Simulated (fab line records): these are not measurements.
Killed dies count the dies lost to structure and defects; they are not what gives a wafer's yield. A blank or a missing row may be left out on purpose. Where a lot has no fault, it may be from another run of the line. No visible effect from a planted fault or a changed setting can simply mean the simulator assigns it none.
Chamber matching -- flow nand-harc -- NHARC_A_CONTACT_ETCH_106 on rie-diel-03: 4 sister chambers
The step etches the open film in CF4/O2, target depth 90 nm, overetch 9 nm, time 49.5 s. 14 wafers are shown with their chamber, then 7 later ones without.

## WAFERS, EACH WITH ITS CHAMBER
wafer,chamber,drypump-motor-current-A (A),showerhead-plenum-p-Torr (Torr),rf-vpp-V (V)
L590.1,2,6.3,1.29,196.8
L590.2,1,5.6,1.30,197.8
L590.5,2,6.3,1.29,198.3
L591.4,0,5.4,1.32,199.0
L591.5,1,5.6,1.30,196.9
L591.6,2,6.4,1.29,197.5
L592.3,1,5.6,1.30,196.9
L592.4,2,6.3,1.29,196.1
L592.6,3,5.3,1.33,198.2
L596.3,2,6.4,1.29,196.1
L596.4,1,5.6,1.30,198.4
L596.6,1,5.6,1.30,197.9
L602.1,1,5.6,1.30,197.0
L602.5,3,5.3,1.32,198.0

SIGNATURES (averages over the wafers above)
reading,chamber 0,chamber 1,chamber 2,chamber 3,scatter within a chamber
drypump-motor-current-A,5.400,5.600,6.340,5.300,0.0346
showerhead-plenum-p-Torr,1.3200,1.3000,1.2900,1.3250,0.00224
rf-vpp-V,199.000,197.483,196.960,198.100,0.751
Rule: for each reading, subtract the chamber's mean from the wafer's reading, divide by that reading's scatter and square the result; add these up over the readings and take the root, which gives the wafer's distance from the chamber. If the next closest chamber is less than 2 further off than the closest, the wafer can't be placed; otherwise it belongs to the closest. The scatter is the square root of a quotient: the sum, over the shown wafers, of each reading's squared deviation from its chamber's mean, divided by wafers minus chambers.

## WAFERS WHOSE CHAMBER IS MISSING
wafer,drypump-motor-current-A (A),showerhead-plenum-p-Torr (Torr),rf-vpp-V (V)
L602.6,5.4,1.32,198.5
L604.3,5.4,1.32,198.1
L604.5,5.6,1.30,198.0
L604.6,5.4,1.32,197.7
L610.3,6.3,1.28,197.2
L610.4,5.6,1.30,198.6
L610.5,6.3,1.28,196.0

## WHICH CHAMBER EACH ONE RAN IN
wafer,from the rows above,in truth
L602.6,0,0
L604.3,0,0
L604.5,1,1
L604.6,can't be placed: 0 or 3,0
L610.3,2,2
L610.4,1,1
L610.5,2,2
Correct placement for 6 of the 7. These rows do not allow placing 1 (true chamber among the candidates in 1). 0 placed wrongly.
